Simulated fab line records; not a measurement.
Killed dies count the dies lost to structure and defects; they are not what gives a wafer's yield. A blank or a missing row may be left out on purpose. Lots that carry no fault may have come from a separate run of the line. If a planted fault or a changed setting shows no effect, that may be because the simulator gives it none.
fab line records	flow nand_harc
record: lots: 6	wafers: 18	last_day: 33
route steps=1302 shown A_ONON_D1@449 A_CHANNEL_HOLE_D1@450 END@1302
lots that met no fault: taken from a fault-free run of the same line
start_h: hours from the record's opening day to when the first of the lot's shown wafers began	wait_h: hours elapsed since this lot's preceding step	" as in the row above	L1.1+2: a row that stands for several wafers	- either no value or no given start	* or withheld: withheld	< > ~ a bound
route shown NAME@n: NAME is a module with steps in the file, n the number in the route of the first one	usual: mean/standard deviation of fault-free wafers	same: alike in all rows	chamber/n: place in a boat	sites: readings site by site	_std_site: the values' standard deviation	_edge_site: outer sites' mean less inner sites'	radius_mm: for every site, how far away it sits from the centre of the wafer	mask NAME#n: copy n	behind: the most recent tool/chamber to have shaped the wafer	hold: cause of the lot's hold/its duration in hours/its outcome	device: the n, p or np transistor that did not switch	end of line: the same wafers' tests at the end of the route	step lacking rows: just its recipe	killed: at the first sort, the dies lost to defects and structure; wafer yield is something else	map: per-die view of a wafer (x killed, . not killed, _ where there is no die)
set.NAME: the setting as run; set.NAME@STEP: as run at that earlier step	model.NAME: the simulator's own value behind a step, which no gauge read
lots seen at some steps along the route; tables by step, rows by wafer
services: from which hour (start_h, from the record's first day; less than 0 if before it) a tool's chamber was out of use, for how many hours, and why
== steps ==
step: NHARC_A_ONON_D1_INSPECT_32
usual: raw_defect_count: 80/28
lot.wafer	tool	chamber	start_h	wait_h	raw_defect_count
L326.3	defect_inspect-01	-	177.12	0.0	120
L326.4	"	-	"	"	58
L326.6	"	-	"	"	77
L331.1	defect_inspect-02	-	225.32	0.0	52
L331.3	"	-	"	"	65
L331.6	"	-	"	"	83
L345.3	defect_inspect-01	-	359.89	0.0	37
L345.5	"	-	"	"	73
L345.6	"	-	"	"	128
L346.1	defect_inspect-02	-	384.75	9.4	81
L346.2	"	-	"	"	85
L346.5	"	-	"	"	93
L347.3	defect_inspect-02	-	384.81	4.6	105
L347.5	"	-	"	"	98
L347.6	"	-	"	"	147
L348.1	defect_inspect-02	-	400.03	0.0	66
L348.4	"	-	"	"	60
L348.5	"	-	"	"	75
step: NHARC_A_CHANNEL_HOLE_D1_DEP_00
recipe: target_thk_a: 31000	temp_c: 400	material: aC
usual: throttle_valve_pct: 34.999/0.0091
lot.wafer	tool	chamber	start_h	wait_h	throttle_valve_pct
L326.3	acl_dep-02	0	178.81	1.7	34.996
L326.4	"	0	"	"	35.005
L326.6	"	0	"	"	34.994
L331.1	acl_dep-01	0	228.05	2.7	34.999
L331.3	"	0	"	"	35.000
L331.6	"	0	"	"	35.004
L345.3	acl_dep-03	0	360.59	0.7	35.005
L345.5	"	0	"	"	34.998
L345.6	"	0	"	"	35.000
L346.1	acl_dep-01	0	384.82	0.1	34.998
L346.2	"	0	"	"	34.997
L346.5	"	0	"	"	35.011
L347.3	acl_dep-02	0	385.51	0.7	35.011
L347.5	"	0	"	"	35.009
L347.6	"	0	"	"	35.003
L348.1	acl_dep-02	0	400.63	0.6	35.001
L348.4	"	0	"	"	34.976
L348.5	"	0	"	"	34.997
step: NHARC_A_CHANNEL_HOLE_D1_DEP_01
recipe: target_thk_a: 1400	target_thk_nm: 140	temp_c: 400	pressure_torr: 3.5	flow_sccm: 200	rf_w: 350	material: SiON
usual: heater_power_w: 755/99
lot.wafer	tool	chamber	start_h	wait_h	heater_power_w
L326.3	pecvd-04	0	180.09	1.0	818
L326.6	"	0	"	"	809
L326.4	"	1	"	"	761
L331.3	pecvd-01	2	229.97	1.0	749
L331.1	"	0	"	"	738
L331.6	"	0	"	"	732
L345.3	pecvd-04	2	361.97	1.1	633
L345.6	"	2	"	"	649
L345.5	"	1	"	"	783
L346.2	pecvd-02	0	386.78	1.3	794
L346.1	"	1	"	"	652
L346.5	"	2	"	"	534
L347.3	pecvd-04	1	386.83	1.0	639
L347.6	"	0	"	"	883
L347.5	"	2	"	"	662
L348.1	pecvd-04	1	402.58	1.6	687
L348.5	"	0	"	"	894
L348.4	"	2	"	"	749
step: NHARC_A_CHANNEL_HOLE_D1_DEHYDRATE_02
recipe: temp_c: 150	time_s: 120
step: NHARC_A_CHANNEL_HOLE_D1_HMDS_03
recipe: time_s: 30
step: NHARC_A_CHANNEL_HOLE_D1_COAT_36
recipe: temp_c: 260	time_s: 75
step: NHARC_A_CHANNEL_HOLE_D1_COAT_37
recipe: temp_c: 225	time_s: 65
step: NHARC_A_CHANNEL_HOLE_D1_COAT_04
recipe: spin_rpm: 1500	resist_thk_nm: 90
step: NHARC_A_CHANNEL_HOLE_D1_SOFTBAKE_05
recipe: temp_c: 105	time_s: 55
step: NHARC_A_CHANNEL_HOLE_D1_EBR_06
step: NHARC_A_CHANNEL_HOLE_D1_EXPOSE_07
recipe: na: 1.35	target_cd_nm: 100	sigma_outer: 0.3	dose_mj: 59.65	mask_id: HOLE_D1
step: NHARC_A_CHANNEL_HOLE_D1_PEB_08
recipe: peb_temp_c: 100	peb_time_s: 65
step: NHARC_A_CHANNEL_HOLE_D1_DEVELOP_09
recipe: develop_time_s: 35	dev_temp_c: 23
usual: developer_temp_C: 23.01/0.098
same: develop_time_s: 35
lot.wafer	tool	chamber	start_h	wait_h	developer_temp_C
L326.3	litho_track-01	0	180	-	22.84
L326.4	"	0	"	"	22.88
L326.6	"	0	"	"	22.98
L331.1	litho_track-06	0	230	-	22.96
L331.3	"	0	"	"	22.96
L331.6	"	0	"	"	22.87
L345.3	litho_track-06	0	362	-	22.16
L345.5	"	0	"	"	22.11
L345.6	"	0	"	"	22.20
L346.1	litho_track-06	0	387	-	22.19
L346.2	"	0	"	"	21.98
L346.5	"	0	"	"	22.21
L347.3	litho_track-01	0	387	-	22.76
L347.5	"	0	"	"	22.93
L347.6	"	0	"	"	22.83
L348.1	litho_track-01	0	403	-	23.19
L348.4	"	0	"	"	23.01
L348.5	"	0	"	"	22.92
step: NHARC_A_CHANNEL_HOLE_D1_CD_MEAS_10
recipe: target_cd_nm: 100	landing_energy_ev: 500
usual: cd_nm: 100.1/0.77
lot.wafer	tool	chamber	start_h	wait_h	cd_nm
L326.3	cd_sem-01	0	180.82	-	101.3
L326.4	"	0	"	"	100.1
L326.6	"	0	"	"	100.6
L331.1	cd_sem-01	0	230.70	-	100.8
L331.3	"	0	"	"	102.2
L331.6	"	0	"	"	101.0
L345.3	cd_sem-02	0	362.70	-	100.5
L345.5	"	0	"	"	101.6
L345.6	"	0	"	"	100.7
L346.1	cd_sem-02	0	387.50	-	100.8
L346.2	"	0	"	"	100.3
L346.5	"	0	"	"	101.2
L347.3	cd_sem-02	0	387.66	-	99.3
L347.5	"	0	"	"	100.5
L347.6	"	0	"	"	100.4
L348.1	cd_sem-02	0	403.15	-	100.9
L348.4	"	0	"	"	99.5
L348.5	"	0	"	"	101.0
step: NHARC_END_SORT_01
recipe: temp_c: 25
usual: killed_at_array: 61/26	killed_at_other: 0.8/1.1	killed_at_periphery: 4.0/2.6	killed_dies: 66/26	killed_open: 3.1/1.7	killed_short: 2.5/1.5
same: gross_dies: 677
lot.wafer	tool	chamber	start_h	wait_h	killed_at_array	killed_at_other	killed_at_periphery	killed_dies	killed_open	killed_short
L331.1	prober-02	0	626.17	2.5	38	0	2	40	3	3
L331.3	prober-02	0	627.78	3.1	42	0	3	45	5	1
L331.6	prober-02	0	630.19	4.0	48	0	0	48	2	6
L345.3	prober-02	0	740.26	3.1	33	1	9	43	6	0
L345.5	prober-02	0	741.88	3.7	32	2	13	47	5	0
L345.6	prober-02	0	742.69	4.0	46	1	9	56	5	2
L348.1	prober-01	0	780.26	2.5	38	2	1	41	2	2
L348.4	prober-01	0	782.66	3.4	44	3	5	52	3	3
L348.5	prober-01	0	783.46	3.7	43	4	3	50	4	1
killed by level:class
L331.1 A_CHANNEL_HOLE_D2:chamber_film_flake=28 A_SGD_CUT:geometric_particle:short=2 A_CHANNEL_HOLE_D1:chamber_film_flake=2 A_CONTACT:chamber_film_flake=2 P_M1:geometric_particle:open=1 A_CHANNEL_HOLE_D1:geometric_particle:open=1 A_WL_FILL:geometric_particle:open=1 A_CONTACT:geometric_particle:short=1
L331.3 A_CHANNEL_HOLE_D2:chamber_film_flake=33 A_CHANNEL_HOLE_D1:chamber_film_flake=3 P_CONTACT:geometric_particle:open=2 A_CONTACT:chamber_film_flake=2 P_M0:geometric_particle:open=1 A_CHANNEL_FILL_D1:geometric_particle:open=1 A_CONTACT:geometric_particle:short=1 A_CONTACT:geometric_particle:open=1
L331.6 A_CHANNEL_HOLE_D2:chamber_film_flake=25 A_CONTACT:chamber_film_flake=6 A_CHANNEL_HOLE_D1:chamber_film_flake=5 A_ONON_D1:geometric_particle:open=1 A_CHANNEL_HOLE_D1:geometric_particle:short=1 A_CHANNEL_FILL_D1:geometric_particle:short=1 A_ONON_D2:geometric_particle:short=1 A_ONON_D2:geometric_particle:open=1
L345.3 A_CONTACT:chamber_film_flake=13 A_CHANNEL_HOLE_D1:chamber_film_flake=8 A_SLIT:chamber_film_flake=7 P_CONTACT:chamber_film_flake=4 P_M0:geometric_particle:open=2 P_STI:geometric_particle:open=1 P_CONTACT:geometric_particle:open=1 A_SGD_CUT:geometric_particle:open=1
L345.5 A_CHANNEL_HOLE_D1:chamber_film_flake=12 P_CONTACT:chamber_film_flake=7 A_CONTACT:chamber_film_flake=7 A_SLIT:chamber_film_flake=5 A_STAIRCASE:chamber_film_flake=4 P_M2:chamber_film_flake=3 THIN_TSV:chamber_film_flake=2 P_M0:geometric_particle:open=1
L345.6 A_CHANNEL_HOLE_D1:chamber_film_flake=18 A_CONTACT:chamber_film_flake=11 A_SLIT:chamber_film_flake=5 P_CONTACT:chamber_film_flake=4 A_STAIRCASE:chamber_film_flake=3 A_CHANNEL_FILL_D1:geometric_particle:open=2 P_M2:chamber_film_flake=2 A_DECK1_JOINT:chamber_film_flake=2
L348.1 A_CHANNEL_HOLE_D1:chamber_film_flake=13 A_SLIT:chamber_film_flake=8 A_CONTACT:chamber_film_flake=7 A_CHANNEL_FILL_D1:chamber_film_flake=2 A_STAIRCASE:chamber_film_flake=2 P_M0:geometric_particle:short=1 A_ONON_D2:geometric_particle:open=1 A_ONON_D2:geometric_particle:short=1
L348.4 A_CHANNEL_HOLE_D1:chamber_film_flake=19 A_SLIT:chamber_film_flake=7 A_CONTACT:chamber_film_flake=7 P_GATE:chamber_film_flake=2 A_CHANNEL_FILL_D1:chamber_film_flake=2 A_CHANNEL_FILL_D2:chamber_film_flake=2 THIN_TSV:chamber_film_flake=2 P_GATE:geometric_particle:open=1
L348.5 A_CHANNEL_HOLE_D1:chamber_film_flake=19 A_SLIT:chamber_film_flake=8 A_CONTACT:chamber_film_flake=5 P_BONDPAD:chamber_film_flake=3 A_STAIRCASE:chamber_film_flake=3 THIN_TSV:chamber_film_flake=3 A_M1:geometric_particle:open=2 A_CHANNEL_HOLE_D2:chamber_film_flake=2
== services ==
tool	chamber	start_h	hours	kind
litho_track-01	-	155.00	7.0	pm
pecvd-04	-	167.69	0.6	repair
pecvd-04	-	169.28	1.4	repair
litho_track-06	-	179.01	7.0	pm
acl_dep-01	-	188.65	13.0	pm
acl_dep-02	-	191.46	0.0	repair
pecvd-02	-	227.19	13.0	pm
acl_dep-02	-	249.15	13.0	pm
pecvd-01	2	249.73	10.3	repair
pecvd-04	-	269.39	13.0	pm
pecvd-04	0	269.39	13.0	vent_cycle
pecvd-04	1	269.39	13.0	vent_cycle
pecvd-04	2	269.39	13.0	vent_cycle
pecvd-04	0	282.39	-	clean
pecvd-02	0	290.06	12.8	repair
acl_dep-03	-	301.21	13.0	pm
pecvd-01	2	302.05	9.1	repair
pecvd-01	-	311.02	13.0	pm
litho_track-01	-	330.01	7.0	pm
pecvd-01	2	350.23	12.6	repair
litho_track-06	-	354.01	7.0	pm
pecvd-04	0	361.05	6.1	repair
acl_dep-01	-	371.31	13.0	pm
pecvd-02	-	376.21	1.0	repair
== key ==
first_sign: step: NHARC_A_CHANNEL_HOLE_D1_DEVELOP_09	reading: developer_temp_C	direction: down	sigmas: 8.8	usual: *	struck: *
effect none on later readings
met_at NHARC_A_CHANNEL_HOLE_D1_DEVELOP_09
struck_wafers L345.3,L345.5,L345.6,L346.1,L346.2,L346.5
tester_left_out L345,L346
onset_between 230 362
fault: kind: process_parameter_drift	tool: litho_track-06	chamber: -	onset_h: 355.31	steps: NHARC_A_CHANNEL_HOLE_D1_DEVELOP_09	channel: dev_temp_c	offset: *	shape: step	end_h: 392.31	acts_in: *	stated: *
tester_left_out: of these lots the tester's yield and bins aren't shown, on N5 and GAA mostly nor the transistor test; their killed dies are dies lost to structure and defects alone, not to doping, threshold or leakage, so they don't give the yield
